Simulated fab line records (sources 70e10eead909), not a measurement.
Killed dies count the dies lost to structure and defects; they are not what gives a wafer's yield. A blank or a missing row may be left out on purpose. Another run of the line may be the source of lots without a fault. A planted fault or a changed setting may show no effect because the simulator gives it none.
fab line records || flow nand-harc || part 2 of 2: steps 20 to 24 of 24
record {"lots": 5, "wafers": 15, "last-day": 32}
route steps=1302 shown A_CHANNEL_HOLE_D2@571
lots with no fault: from the same line, run without faults
start-h: hours from the record's opening day to when the first of the lot's shown wafers began || wait-h: hours since the lot's step before || " as in the row above || L1.1+2: a row that stands for several wafers || - no value, or no start given || * or withheld: withheld || < > ~ a bound
route shown NAME@n: names a module that has steps shown in the file, with the first one's number in the route || usual: the fault-free wafers' mean and standard deviation || same: alike in all rows || chamber/n: place in a boat || sites: the reading at each site || _std_site: standard deviation across them || _edge_site: mean of outer sites minus mean of inner sites || radius-mm: how far each site lies from the wafer's centre || mask NAME#n: copy n || behind: tool/chamber where the wafer was last shaped || hold: reason for holding the lot/hours on hold/outcome of the hold || device: transistor that didn't switch, given as n, p or np || end of line: tests run on the same wafers once the route is complete || a step given without rows: its recipe and nothing more || killed: not the wafer's yield, but the dies lost to structure and defects at the first sort || map: shows each die of a wafer: x if killed, . if not, _ if none is there
set.NAME: the setting that was run; set.NAME@STEP: the one run at that earlier step || model.NAME: the simulator's own value behind a step, which no gauge read
lots seen at some steps along the route; tables by step, rows by wafer
services: a tool's chamber out of use, with start hour (start-h, from the record's first day; less than 0 if before it), hours out, and reason
## steps
# step NHARC_A_CHANNEL_HOLE_D2_CD_MEAS_18
# usual {"cd-nm": "100/3.2"}
{"lot.wafer": "L084.1", "tool": "cd-sem-02", "chamber": "-", "start-h": 402.66, "wait-h": "-", "cd-nm": 100}
{"lot.wafer": "L084.2", "tool": "cd-sem-02", "chamber": "-", "start-h": 402.66, "wait-h": "-", "cd-nm": 96}
{"lot.wafer": "L084.3", "tool": "cd-sem-02", "chamber": "-", "start-h": 402.66, "wait-h": "-", "cd-nm": 96}
{"lot.wafer": "L087.2", "tool": "cd-sem-03", "chamber": "-", "start-h": 408.26, "wait-h": "-", "cd-nm": 101}
{"lot.wafer": "L087.3", "tool": "cd-sem-03", "chamber": "-", "start-h": 408.26, "wait-h": "-", "cd-nm": 102}
{"lot.wafer": "L087.5", "tool": "cd-sem-03", "chamber": "-", "start-h": 408.26, "wait-h": "-", "cd-nm": 98}
{"lot.wafer": "L090.3", "tool": "cd-sem-02", "chamber": "-", "start-h": 456.83, "wait-h": "-", "cd-nm": 106}
{"lot.wafer": "L090.5", "tool": "cd-sem-02", "chamber": "-", "start-h": 456.83, "wait-h": "-", "cd-nm": 105}
{"lot.wafer": "L090.6", "tool": "cd-sem-02", "chamber": "-", "start-h": 456.83, "wait-h": "-", "cd-nm": 100}
{"lot.wafer": "L091.2", "tool": "cd-sem-02", "chamber": "-", "start-h": 459.44, "wait-h": "-", "cd-nm": 99}
{"lot.wafer": "L091.5", "tool": "cd-sem-02", "chamber": "-", "start-h": 459.44, "wait-h": "-", "cd-nm": 101}
{"lot.wafer": "L091.6", "tool": "cd-sem-02", "chamber": "-", "start-h": 459.44, "wait-h": "-", "cd-nm": 101}
{"lot.wafer": "L094.1", "tool": "cd-sem-03", "chamber": "-", "start-h": 500.86, "wait-h": "-", "cd-nm": 104}
{"lot.wafer": "L094.2", "tool": "cd-sem-03", "chamber": "-", "start-h": 500.86, "wait-h": "-", "cd-nm": 99}
{"lot.wafer": "L094.5", "tool": "cd-sem-03", "chamber": "-", "start-h": 500.86, "wait-h": "-", "cd-nm": 103}
# step NHARC_A_CHANNEL_HOLE_D2_ETCH_19
# recipe {"bias-v": 1200, "source-w": 2500, "pressure-mtorr": 15, "time-s": 34.5, "ar-flow-sccm": 375, "c4f8-flow-sccm": 28.8, "o2-flow-sccm": 96.2, "temp-c": -20, "target-depth-a": "*", "chemistry": "C4F8/O2/Ar"}
# usual {"c4f8-flow-sccm": "28.81/0.08", "chamber-pressure-mTorr": "14.999/0.014", "drypump-motor-current-A": "5.4/0.58", "oes-air-line-au": "1.001/0.021", "rf-fwd-power-W": "2447/8.9", "showerhead-plenum-p-Torr": "3.73/0.1", "throttle-valve-pct": "37.039/0.0097"}
{"lot.wafer": "L084.2", "tool": "har-etch-02", "chamber": 1, "start-h": 402.73, "wait-h": 0.1, "c4f8-flow-sccm": 28.93, "chamber-pressure-mTorr": 15.011, "drypump-motor-current-A": 5.3, "oes-air-line-au": 0.996, "rf-fwd-power-W": 2452, "rf-hours-counter-h": 7, "showerhead-plenum-p-Torr": 3.98, "throttle-valve-pct": 37.036}
{"lot.wafer": "L084.1", "tool": "har-etch-02", "chamber": 0, "start-h": 402.73, "wait-h": 0.1, "c4f8-flow-sccm": 28.88, "chamber-pressure-mTorr": 14.982, "drypump-motor-current-A": 4.8, "oes-air-line-au": 0.986, "rf-fwd-power-W": 2439, "rf-hours-counter-h": 7, "showerhead-plenum-p-Torr": 3.74, "throttle-valve-pct": 37.028}
{"lot.wafer": "L084.3", "tool": "har-etch-02", "chamber": 0, "start-h": 402.73, "wait-h": 0.1, "c4f8-flow-sccm": 28.81, "chamber-pressure-mTorr": 15.006, "drypump-motor-current-A": 4.8, "oes-air-line-au": 1.014, "rf-fwd-power-W": 2443, "rf-hours-counter-h": "-", "showerhead-plenum-p-Torr": 3.74, "throttle-valve-pct": 37.046}
{"lot.wafer": "L087.2", "tool": "har-etch-02", "chamber": 0, "start-h": 411.09, "wait-h": 2.8, "c4f8-flow-sccm": 28.90, "chamber-pressure-mTorr": 15.016, "drypump-motor-current-A": 4.8, "oes-air-line-au": 0.998, "rf-fwd-power-W": 2452, "rf-hours-counter-h": 15, "showerhead-plenum-p-Torr": 3.74, "throttle-valve-pct": 37.052}
{"lot.wafer": "L087.3", "tool": "har-etch-02", "chamber": 1, "start-h": 411.09, "wait-h": 2.8, "c4f8-flow-sccm": 28.89, "chamber-pressure-mTorr": 15.002, "drypump-motor-current-A": 5.3, "oes-air-line-au": 1.027, "rf-fwd-power-W": 2444, "rf-hours-counter-h": "-", "showerhead-plenum-p-Torr": 3.98, "throttle-valve-pct": 37.042}
{"lot.wafer": "L087.5", "tool": "har-etch-02", "chamber": 1, "start-h": 411.09, "wait-h": 2.8, "c4f8-flow-sccm": 28.80, "chamber-pressure-mTorr": 15.000, "drypump-motor-current-A": 5.3, "oes-air-line-au": 1.020, "rf-fwd-power-W": 2439, "rf-hours-counter-h": "-", "showerhead-plenum-p-Torr": 3.98, "throttle-valve-pct": 37.062}
{"lot.wafer": "L090.3", "tool": "har-etch-01", "chamber": 0, "start-h": 458.21, "wait-h": 1.4, "c4f8-flow-sccm": 28.75, "chamber-pressure-mTorr": 14.982, "drypump-motor-current-A": 6.5, "oes-air-line-au": 1.019, "rf-fwd-power-W": 2455, "rf-hours-counter-h": "-", "showerhead-plenum-p-Torr": 3.69, "throttle-valve-pct": 37.041}
{"lot.wafer": "L090.5", "tool": "har-etch-01", "chamber": 1, "start-h": 458.21, "wait-h": 1.4, "c4f8-flow-sccm": 28.85, "chamber-pressure-mTorr": 15.005, "drypump-motor-current-A": 5.2, "oes-air-line-au": 0.958, "rf-fwd-power-W": 2442, "rf-hours-counter-h": "-", "showerhead-plenum-p-Torr": 3.64, "throttle-valve-pct": 37.047}
{"lot.wafer": "L090.6", "tool": "har-etch-01", "chamber": 0, "start-h": 458.21, "wait-h": 1.4, "c4f8-flow-sccm": 28.72, "chamber-pressure-mTorr": 14.997, "drypump-motor-current-A": 6.5, "oes-air-line-au": 0.998, "rf-fwd-power-W": 2463, "rf-hours-counter-h": "-", "showerhead-plenum-p-Torr": 3.69, "throttle-valve-pct": 37.048}
{"lot.wafer": "L091.2", "tool": "har-etch-02", "chamber": 1, "start-h": 459.52, "wait-h": 0.1, "c4f8-flow-sccm": 28.92, "chamber-pressure-mTorr": 14.992, "drypump-motor-current-A": 5.3, "oes-air-line-au": 1.011, "rf-fwd-power-W": 2437, "rf-hours-counter-h": 38, "showerhead-plenum-p-Torr": 3.96, "throttle-valve-pct": 37.055}
{"lot.wafer": "L091.6", "tool": "har-etch-02", "chamber": 1, "start-h": 459.52, "wait-h": 0.1, "c4f8-flow-sccm": 28.71, "chamber-pressure-mTorr": 14.995, "drypump-motor-current-A": 5.3, "oes-air-line-au": 0.987, "rf-fwd-power-W": 2431, "rf-hours-counter-h": "-", "showerhead-plenum-p-Torr": 3.96, "throttle-valve-pct": 37.045}
{"lot.wafer": "L091.5", "tool": "har-etch-02", "chamber": 0, "start-h": 459.52, "wait-h": 0.1, "c4f8-flow-sccm": 28.82, "chamber-pressure-mTorr": 15.004, "drypump-motor-current-A": 4.8, "oes-air-line-au": 0.974, "rf-fwd-power-W": 2448, "rf-hours-counter-h": "-", "showerhead-plenum-p-Torr": 3.72, "throttle-valve-pct": 37.037}
{"lot.wafer": "L094.1", "tool": "har-etch-02", "chamber": 0, "start-h": 500.93, "wait-h": 0.1, "c4f8-flow-sccm": 28.73, "chamber-pressure-mTorr": 14.995, "drypump-motor-current-A": 4.8, "oes-air-line-au": 0.994, "rf-fwd-power-W": 2442, "rf-hours-counter-h": 61, "showerhead-plenum-p-Torr": 3.71, "throttle-valve-pct": 37.035}
{"lot.wafer": "L094.2", "tool": "har-etch-02", "chamber": 1, "start-h": 500.93, "wait-h": 0.1, "c4f8-flow-sccm": 28.79, "chamber-pressure-mTorr": 14.977, "drypump-motor-current-A": 5.3, "oes-air-line-au": 1.006, "rf-fwd-power-W": 2428, "rf-hours-counter-h": 61, "showerhead-plenum-p-Torr": 3.95, "throttle-valve-pct": 37.052}
{"lot.wafer": "L094.5", "tool": "har-etch-02", "chamber": 1, "start-h": 500.93, "wait-h": 0.1, "c4f8-flow-sccm": 28.80, "chamber-pressure-mTorr": 15.008, "drypump-motor-current-A": 5.3, "oes-air-line-au": 0.997, "rf-fwd-power-W": 2447, "rf-hours-counter-h": "-", "showerhead-plenum-p-Torr": 3.95, "throttle-valve-pct": 37.062}
# step NHARC_A_CHANNEL_HOLE_D2_ETCH_20
# recipe {"bias-v": 3000, "source-w": "withheld", "pressure-mtorr": 20, "time-s": 361.9, "ar-flow-sccm": 375, "c4f8-flow-sccm": 89.3, "o2-flow-sccm": 35.7, "temp-c": -20, "target-depth-a": 16000, "chemistry": "C4F8/O2/Ar"}
# usual {"c4f8-flow-sccm": "89.32/0.29", "chamber-pressure-mTorr": "20.001/0.019", "drypump-motor-current-A": "5.4/0.59", "oes-air-line-au": "0.997/0.019", "showerhead-plenum-p-Torr": "3.69/0.099", "throttle-valve-pct": "32.154/0.0096"}
{"lot.wafer": "L084.2", "tool": "har-etch-02", "chamber": 1, "start-h": 402.84, "wait-h": 0.1, "c4f8-flow-sccm": 89.47, "chamber-pressure-mTorr": 20.005, "drypump-motor-current-A": 5.3, "oes-air-line-au": 0.991, "rf-hours-counter-h": 7, "showerhead-plenum-p-Torr": 3.93, "throttle-valve-pct": 32.171}
{"lot.wafer": "L084.1", "tool": "har-etch-02", "chamber": 0, "start-h": 402.84, "wait-h": 0.1, "c4f8-flow-sccm": 89.12, "chamber-pressure-mTorr": 19.997, "drypump-motor-current-A": 4.8, "oes-air-line-au": 1.019, "rf-hours-counter-h": 7, "showerhead-plenum-p-Torr": 3.70, "throttle-valve-pct": 32.152}
{"lot.wafer": "L084.3", "tool": "har-etch-02", "chamber": 0, "start-h": 402.84, "wait-h": 0.1, "c4f8-flow-sccm": 88.80, "chamber-pressure-mTorr": 20.003, "drypump-motor-current-A": 4.8, "oes-air-line-au": 1.009, "rf-hours-counter-h": "-", "showerhead-plenum-p-Torr": 3.70, "throttle-valve-pct": 32.142}
{"lot.wafer": "L087.2", "tool": "har-etch-02", "chamber": 0, "start-h": 411.23, "wait-h": 0.1, "c4f8-flow-sccm": 89.48, "chamber-pressure-mTorr": 20.024, "drypump-motor-current-A": 4.8, "oes-air-line-au": 0.988, "rf-hours-counter-h": 15, "showerhead-plenum-p-Torr": 3.69, "throttle-valve-pct": 32.147}
{"lot.wafer": "L087.3", "tool": "har-etch-02", "chamber": 1, "start-h": 411.23, "wait-h": 0.1, "c4f8-flow-sccm": 89.37, "chamber-pressure-mTorr": 20.027, "drypump-motor-current-A": 5.3, "oes-air-line-au": 0.995, "rf-hours-counter-h": "-", "showerhead-plenum-p-Torr": 3.92, "throttle-valve-pct": 32.164}
{"lot.wafer": "L087.5", "tool": "har-etch-02", "chamber": 1, "start-h": 411.23, "wait-h": 0.1, "c4f8-flow-sccm": 88.82, "chamber-pressure-mTorr": 19.994, "drypump-motor-current-A": 5.3, "oes-air-line-au": 1.003, "rf-hours-counter-h": "-", "showerhead-plenum-p-Torr": 3.92, "throttle-valve-pct": 32.135}
{"lot.wafer": "L090.3", "tool": "har-etch-01", "chamber": 0, "start-h": 458.43, "wait-h": 0.2, "c4f8-flow-sccm": 89.61, "chamber-pressure-mTorr": 20.015, "drypump-motor-current-A": 6.4, "oes-air-line-au": 1.042, "rf-hours-counter-h": "-", "showerhead-plenum-p-Torr": 3.65, "throttle-valve-pct": 32.165}
{"lot.wafer": "L090.5", "tool": "har-etch-01", "chamber": 1, "start-h": 458.43, "wait-h": 0.2, "c4f8-flow-sccm": 89.66, "chamber-pressure-mTorr": 19.997, "drypump-motor-current-A": 5.2, "oes-air-line-au": 1.022, "rf-hours-counter-h": "-", "showerhead-plenum-p-Torr": 3.60, "throttle-valve-pct": 32.157}
{"lot.wafer": "L090.6", "tool": "har-etch-01", "chamber": 0, "start-h": 458.43, "wait-h": 0.2, "c4f8-flow-sccm": 89.36, "chamber-pressure-mTorr": 20.017, "drypump-motor-current-A": 6.4, "oes-air-line-au": 1.036, "rf-hours-counter-h": "-", "showerhead-plenum-p-Torr": 3.65, "throttle-valve-pct": 32.159}
{"lot.wafer": "L091.2", "tool": "har-etch-02", "chamber": 1, "start-h": 459.63, "wait-h": 0.1, "c4f8-flow-sccm": 89.15, "chamber-pressure-mTorr": 20.018, "drypump-motor-current-A": 5.3, "oes-air-line-au": 0.981, "rf-hours-counter-h": 38, "showerhead-plenum-p-Torr": 3.91, "throttle-valve-pct": 32.143}
{"lot.wafer": "L091.6", "tool": "har-etch-02", "chamber": 1, "start-h": 459.63, "wait-h": 0.1, "c4f8-flow-sccm": 89.50, "chamber-pressure-mTorr": 19.995, "drypump-motor-current-A": 5.3, "oes-air-line-au": 0.986, "rf-hours-counter-h": "-", "showerhead-plenum-p-Torr": 3.91, "throttle-valve-pct": 32.156}
{"lot.wafer": "L091.5", "tool": "har-etch-02", "chamber": 0, "start-h": 459.63, "wait-h": 0.1, "c4f8-flow-sccm": 89.24, "chamber-pressure-mTorr": 19.998, "drypump-motor-current-A": 4.8, "oes-air-line-au": 1.022, "rf-hours-counter-h": "-", "showerhead-plenum-p-Torr": 3.68, "throttle-valve-pct": 32.162}
{"lot.wafer": "L094.1", "tool": "har-etch-02", "chamber": 0, "start-h": 501.04, "wait-h": 0.1, "c4f8-flow-sccm": 89.20, "chamber-pressure-mTorr": 20.003, "drypump-motor-current-A": 4.8, "oes-air-line-au": 1.005, "rf-hours-counter-h": 61, "showerhead-plenum-p-Torr": 3.67, "throttle-valve-pct": 32.132}
{"lot.wafer": "L094.2", "tool": "har-etch-02", "chamber": 1, "start-h": 501.04, "wait-h": 0.1, "c4f8-flow-sccm": 89.04, "chamber-pressure-mTorr": 20.019, "drypump-motor-current-A": 5.3, "oes-air-line-au": 1.005, "rf-hours-counter-h": 61, "showerhead-plenum-p-Torr": 3.90, "throttle-valve-pct": 32.171}
{"lot.wafer": "L094.5", "tool": "har-etch-02", "chamber": 1, "start-h": 501.04, "wait-h": 0.1, "c4f8-flow-sccm": 88.97, "chamber-pressure-mTorr": 20.009, "drypump-motor-current-A": 5.3, "oes-air-line-au": 0.989, "rf-hours-counter-h": "-", "showerhead-plenum-p-Torr": 3.90, "throttle-valve-pct": 32.153}
# step NHARC_A_CHANNEL_HOLE_D2_ETCH_21
# recipe {"bias-v": 3000, "source-w": "withheld", "pressure-mtorr": 20, "time-s": 514.3, "ar-flow-sccm": 375, "c4f8-flow-sccm": 89.3, "o2-flow-sccm": 35.7, "temp-c": -20, "target-depth-a": 16000, "chemistry": "C4F8/O2/Ar"}
# usual {"c4f8-flow-sccm": "89.30/0.24", "chamber-pressure-mTorr": "19.999/0.02", "drypump-motor-current-A": "5.4/0.58", "oes-air-line-au": "1.001/0.018", "showerhead-plenum-p-Torr": "3.69/0.099", "throttle-valve-pct": "32.154/0.0094"}
{"lot.wafer": "L084.2", "tool": "har-etch-02", "chamber": 1, "start-h": 403.15, "wait-h": 0.3, "c4f8-flow-sccm": 89.11, "chamber-pressure-mTorr": 19.999, "drypump-motor-current-A": 5.3, "oes-air-line-au": 1.031, "rf-hours-counter-h": 8, "showerhead-plenum-p-Torr": 3.93, "throttle-valve-pct": 32.158}
{"lot.wafer": "L084.1", "tool": "har-etch-02", "chamber": 0, "start-h": 403.15, "wait-h": 0.3, "c4f8-flow-sccm": 89.02, "chamber-pressure-mTorr": 19.989, "drypump-motor-current-A": 4.8, "oes-air-line-au": 1.003, "rf-hours-counter-h": 8, "showerhead-plenum-p-Torr": 3.70, "throttle-valve-pct": 32.156}
{"lot.wafer": "L084.3", "tool": "har-etch-02", "chamber": 0, "start-h": 403.15, "wait-h": 0.3, "c4f8-flow-sccm": 89.29, "chamber-pressure-mTorr": 19.987, "drypump-motor-current-A": 4.8, "oes-air-line-au": 1.008, "rf-hours-counter-h": "-", "showerhead-plenum-p-Torr": 3.70, "throttle-valve-pct": 32.157}
{"lot.wafer": "L087.2", "tool": "har-etch-02", "chamber": 0, "start-h": 411.57, "wait-h": 0.3, "c4f8-flow-sccm": 89.41, "chamber-pressure-mTorr": 19.936, "drypump-motor-current-A": 4.8, "oes-air-line-au": 0.989, "rf-hours-counter-h": 15, "showerhead-plenum-p-Torr": 3.69, "throttle-valve-pct": 32.163}
{"lot.wafer": "L087.3", "tool": "har-etch-02", "chamber": 1, "start-h": 411.57, "wait-h": 0.3, "c4f8-flow-sccm": 89.14, "chamber-pressure-mTorr": 19.983, "drypump-motor-current-A": 5.3, "oes-air-line-au": 1.023, "rf-hours-counter-h": "-", "showerhead-plenum-p-Torr": 3.92, "throttle-valve-pct": 32.164}
{"lot.wafer": "L087.5", "tool": "har-etch-02", "chamber": 1, "start-h": 411.57, "wait-h": 0.3, "c4f8-flow-sccm": 88.97, "chamber-pressure-mTorr": 19.990, "drypump-motor-current-A": 5.3, "oes-air-line-au": 0.991, "rf-hours-counter-h": "-", "showerhead-plenum-p-Torr": 3.92, "throttle-valve-pct": 32.162}
{"lot.wafer": "L090.3", "tool": "har-etch-01", "chamber": 0, "start-h": 458.81, "wait-h": 0.3, "c4f8-flow-sccm": 89.30, "chamber-pressure-mTorr": 19.981, "drypump-motor-current-A": 6.4, "oes-air-line-au": 0.999, "rf-hours-counter-h": "-", "showerhead-plenum-p-Torr": 3.65, "throttle-valve-pct": 32.158}
{"lot.wafer": "L090.5", "tool": "har-etch-01", "chamber": 1, "start-h": 458.81, "wait-h": 0.3, "c4f8-flow-sccm": 89.36, "chamber-pressure-mTorr": 19.988, "drypump-motor-current-A": 5.2, "oes-air-line-au": 0.996, "rf-hours-counter-h": "-", "showerhead-plenum-p-Torr": 3.60, "throttle-valve-pct": 32.164}
{"lot.wafer": "L090.6", "tool": "har-etch-01", "chamber": 0, "start-h": 458.81, "wait-h": 0.3, "c4f8-flow-sccm": 89.18, "chamber-pressure-mTorr": 20.000, "drypump-motor-current-A": 6.5, "oes-air-line-au": 0.997, "rf-hours-counter-h": "-", "showerhead-plenum-p-Torr": 3.65, "throttle-valve-pct": 32.145}
{"lot.wafer": "L091.2", "tool": "har-etch-02", "chamber": 1, "start-h": 459.94, "wait-h": 0.3, "c4f8-flow-sccm": 89.64, "chamber-pressure-mTorr": 19.982, "drypump-motor-current-A": 5.3, "oes-air-line-au": 0.981, "rf-hours-counter-h": 38, "showerhead-plenum-p-Torr": 3.91, "throttle-valve-pct": 32.136}
{"lot.wafer": "L091.6", "tool": "har-etch-02", "chamber": 1, "start-h": 459.94, "wait-h": 0.3, "c4f8-flow-sccm": 89.48, "chamber-pressure-mTorr": 19.993, "drypump-motor-current-A": 5.3, "oes-air-line-au": 1.008, "rf-hours-counter-h": "-", "showerhead-plenum-p-Torr": 3.91, "throttle-valve-pct": 32.155}
{"lot.wafer": "L091.5", "tool": "har-etch-02", "chamber": 0, "start-h": 459.94, "wait-h": 0.3, "c4f8-flow-sccm": 89.39, "chamber-pressure-mTorr": 19.996, "drypump-motor-current-A": 4.8, "oes-air-line-au": 1.031, "rf-hours-counter-h": "-", "showerhead-plenum-p-Torr": 3.68, "throttle-valve-pct": 32.141}
{"lot.wafer": "L094.1", "tool": "har-etch-02", "chamber": 0, "start-h": 501.36, "wait-h": 0.3, "c4f8-flow-sccm": 89.31, "chamber-pressure-mTorr": 20.026, "drypump-motor-current-A": 4.9, "oes-air-line-au": 1.005, "rf-hours-counter-h": 61, "showerhead-plenum-p-Torr": 3.67, "throttle-valve-pct": 32.159}
{"lot.wafer": "L094.2", "tool": "har-etch-02", "chamber": 1, "start-h": 501.36, "wait-h": 0.3, "c4f8-flow-sccm": 89.29, "chamber-pressure-mTorr": 19.984, "drypump-motor-current-A": 5.3, "oes-air-line-au": 0.999, "rf-hours-counter-h": 61, "showerhead-plenum-p-Torr": 3.90, "throttle-valve-pct": 32.147}
{"lot.wafer": "L094.5", "tool": "har-etch-02", "chamber": 1, "start-h": 501.36, "wait-h": 0.3, "c4f8-flow-sccm": 89.30, "chamber-pressure-mTorr": 20.009, "drypump-motor-current-A": 5.3, "oes-air-line-au": 0.982, "rf-hours-counter-h": "-", "showerhead-plenum-p-Torr": 3.90, "throttle-valve-pct": 32.144}
# step NHARC_A_CHANNEL_HOLE_D2_ETCH_22
# recipe {"bias-v": 3000, "source-w": "withheld", "pressure-mtorr": 20, "time-s": 666.7, "ar-flow-sccm": 375, "c4f8-flow-sccm": 89.3, "o2-flow-sccm": 35.7, "temp-c": -20, "target-depth-a": 16000, "chemistry": "C4F8/O2/Ar"}
# usual {"c4f8-flow-sccm": "89.29/0.27", "chamber-pressure-mTorr": "20.002/0.017", "drypump-motor-current-A": "5.4/0.58", "oes-air-line-au": "0.998/0.02", "showerhead-plenum-p-Torr": "3.69/0.099", "throttle-valve-pct": "32.156/0.0099"}
{"lot.wafer": "L084.2", "tool": "har-etch-02", "chamber": 1, "start-h": 403.60, "wait-h": 0.4, "c4f8-flow-sccm": 89.75, "chamber-pressure-mTorr": 19.994, "drypump-motor-current-A": 5.3, "oes-air-line-au": 1.031, "rf-hours-counter-h": 8, "showerhead-plenum-p-Torr": 3.93, "throttle-valve-pct": 32.154}
{"lot.wafer": "L084.1", "tool": "har-etch-02", "chamber": 0, "start-h": 403.60, "wait-h": 0.4, "c4f8-flow-sccm": 89.21, "chamber-pressure-mTorr": 19.997, "drypump-motor-current-A": 4.8, "oes-air-line-au": 0.981, "rf-hours-counter-h": 8, "showerhead-plenum-p-Torr": 3.70, "throttle-valve-pct": 32.165}
{"lot.wafer": "L084.3", "tool": "har-etch-02", "chamber": 0, "start-h": 403.60, "wait-h": 0.4, "c4f8-flow-sccm": 89.04, "chamber-pressure-mTorr": 20.002, "drypump-motor-current-A": 4.8, "oes-air-line-au": 0.979, "rf-hours-counter-h": "-", "showerhead-plenum-p-Torr": 3.70, "throttle-valve-pct": 32.139}
{"lot.wafer": "L087.2", "tool": "har-etch-02", "chamber": 0, "start-h": 412.04, "wait-h": 0.4, "c4f8-flow-sccm": 89.22, "chamber-pressure-mTorr": 19.997, "drypump-motor-current-A": 4.8, "oes-air-line-au": 0.986, "rf-hours-counter-h": 16, "showerhead-plenum-p-Torr": 3.69, "throttle-valve-pct": 32.155}
{"lot.wafer": "L087.3", "tool": "har-etch-02", "chamber": 1, "start-h": 412.04, "wait-h": 0.4, "c4f8-flow-sccm": 89.29, "chamber-pressure-mTorr": 20.002, "drypump-motor-current-A": 5.3, "oes-air-line-au": 0.999, "rf-hours-counter-h": "-", "showerhead-plenum-p-Torr": 3.92, "throttle-valve-pct": 32.161}
{"lot.wafer": "L087.5", "tool": "har-etch-02", "chamber": 1, "start-h": 412.04, "wait-h": 0.4, "c4f8-flow-sccm": 89.24, "chamber-pressure-mTorr": 19.962, "drypump-motor-current-A": 5.3, "oes-air-line-au": 1.010, "rf-hours-counter-h": "-", "showerhead-plenum-p-Torr": 3.92, "throttle-valve-pct": 32.156}
{"lot.wafer": "L090.3", "tool": "har-etch-01", "chamber": 0, "start-h": 459.31, "wait-h": 0.4, "c4f8-flow-sccm": 89.41, "chamber-pressure-mTorr": 20.023, "drypump-motor-current-A": 6.5, "oes-air-line-au": 1.020, "rf-hours-counter-h": "-", "showerhead-plenum-p-Torr": 3.65, "throttle-valve-pct": 32.148}
{"lot.wafer": "L090.5", "tool": "har-etch-01", "chamber": 1, "start-h": 459.31, "wait-h": 0.4, "c4f8-flow-sccm": 89.40, "chamber-pressure-mTorr": 19.989, "drypump-motor-current-A": 5.2, "oes-air-line-au": 1.013, "rf-hours-counter-h": "-", "showerhead-plenum-p-Torr": 3.60, "throttle-valve-pct": 32.148}
{"lot.wafer": "L090.6", "tool": "har-etch-01", "chamber": 0, "start-h": 459.31, "wait-h": 0.4, "c4f8-flow-sccm": 89.22, "chamber-pressure-mTorr": 20.001, "drypump-motor-current-A": 6.5, "oes-air-line-au": 1.002, "rf-hours-counter-h": "-", "showerhead-plenum-p-Torr": 3.65, "throttle-valve-pct": 32.162}
{"lot.wafer": "L091.2", "tool": "har-etch-02", "chamber": 1, "start-h": 460.39, "wait-h": 0.4, "c4f8-flow-sccm": 89.12, "chamber-pressure-mTorr": 20.020, "drypump-motor-current-A": 5.3, "oes-air-line-au": 0.997, "rf-hours-counter-h": 39, "showerhead-plenum-p-Torr": 3.91, "throttle-valve-pct": 32.161}
{"lot.wafer": "L091.6", "tool": "har-etch-02", "chamber": 1, "start-h": 460.39, "wait-h": 0.4, "c4f8-flow-sccm": 89.47, "chamber-pressure-mTorr": 19.985, "drypump-motor-current-A": 5.3, "oes-air-line-au": 1.033, "rf-hours-counter-h": "-", "showerhead-plenum-p-Torr": 3.91, "throttle-valve-pct": 32.160}
{"lot.wafer": "L091.5", "tool": "har-etch-02", "chamber": 0, "start-h": 460.39, "wait-h": 0.4, "c4f8-flow-sccm": 89.66, "chamber-pressure-mTorr": 20.009, "drypump-motor-current-A": 4.8, "oes-air-line-au": 0.995, "rf-hours-counter-h": "-", "showerhead-plenum-p-Torr": 3.68, "throttle-valve-pct": 32.140}
{"lot.wafer": "L094.1", "tool": "har-etch-02", "chamber": 0, "start-h": 501.80, "wait-h": 0.4, "c4f8-flow-sccm": 88.76, "chamber-pressure-mTorr": 20.013, "drypump-motor-current-A": 4.8, "oes-air-line-au": 1.019, "rf-hours-counter-h": 62, "showerhead-plenum-p-Torr": 3.67, "throttle-valve-pct": 32.137}
{"lot.wafer": "L094.2", "tool": "har-etch-02", "chamber": 1, "start-h": 501.80, "wait-h": 0.4, "c4f8-flow-sccm": 89.87, "chamber-pressure-mTorr": 19.993, "drypump-motor-current-A": 5.3, "oes-air-line-au": 0.968, "rf-hours-counter-h": 62, "showerhead-plenum-p-Torr": 3.90, "throttle-valve-pct": 32.176}
{"lot.wafer": "L094.5", "tool": "har-etch-02", "chamber": 1, "start-h": 501.80, "wait-h": 0.4, "c4f8-flow-sccm": 89.47, "chamber-pressure-mTorr": 20.000, "drypump-motor-current-A": 5.3, "oes-air-line-au": 1.002, "rf-hours-counter-h": "-", "showerhead-plenum-p-Torr": 3.90, "throttle-valve-pct": 32.150}
## services
{"tool": "har-etch-02", "chamber": "-", "start-h": 377.00, "hours": 17.0, "kind": "pm"}
{"tool": "litho-track-04", "chamber": "-", "start-h": 378.00, "hours": 7.0, "kind": "pm"}
{"tool": "arfi-scanner-01", "chamber": "-", "start-h": 387.06, "hours": 3.1, "kind": "repair"}
{"tool": "rie-diel-08", "chamber": "-", "start-h": 393.32, "hours": 1.2, "kind": "repair"}
{"tool": "arfi-scanner-01", "chamber": "-", "start-h": 394.44, "hours": 0.9, "kind": "repair"}
{"tool": "arfi-scanner-03", "chamber": "-", "start-h": 406.03, "hours": 1.0, "kind": "repair"}
{"tool": "arfi-scanner-03", "chamber": "-", "start-h": 407.18, "hours": 0.2, "kind": "repair"}
{"tool": "pecvd-02", "chamber": "-", "start-h": 408.19, "hours": 13.0, "kind": "pm"}
{"tool": "rie-diel-08", "chamber": 0, "start-h": 409.11, "hours": 11.3, "kind": "repair"}
{"tool": "arfi-scanner-02", "chamber": "-", "start-h": 417.28, "hours": 0.6, "kind": "repair"}
{"tool": "arfi-scanner-01", "chamber": "-", "start-h": 424.03, "hours": 4.0, "kind": "pm"}
{"tool": "arfi-scanner-01", "chamber": "-", "start-h": 430.74, "hours": 0.9, "kind": "repair"}
{"tool": "arfi-scanner-02", "chamber": "-", "start-h": 436.87, "hours": 0.5, "kind": "repair"}
{"tool": "arfi-scanner-02", "chamber": "-", "start-h": 441.67, "hours": 1.1, "kind": "repair"}
{"tool": "rie-diel-07", "chamber": 1, "start-h": 445.56, "hours": 8.5, "kind": "repair"}
{"tool": "arfi-scanner-01", "chamber": "-", "start-h": 446.92, "hours": 29.6, "kind": "repair"}
{"tool": "arfi-scanner-03", "chamber": "-", "start-h": 467.81, "hours": 0.4, "kind": "repair"}
{"tool": "rie-diel-07", "chamber": "-", "start-h": 471.20, "hours": 9.0, "kind": "pm"}
{"tool": "arfi-scanner-01", "chamber": "-", "start-h": 477.25, "hours": 0.7, "kind": "repair"}
{"tool": "pecvd-02", "chamber": 1, "start-h": 479.26, "hours": 3.9, "kind": "repair"}
{"tool": "pecvd-01", "chamber": "-", "start-h": 492.02, "hours": 13.0, "kind": "pm"}
{"tool": "rie-diel-07", "chamber": 1, "start-h": 498.53, "hours": 7.9, "kind": "repair"}
{"tool": "har-etch-02", "chamber": "-", "start-h": 499.85, "hours": 1.0, "kind": "repair"}
{"tool": "rie-diel-07", "chamber": 3, "start-h": 500.99, "hours": 3.9, "kind": "repair"}
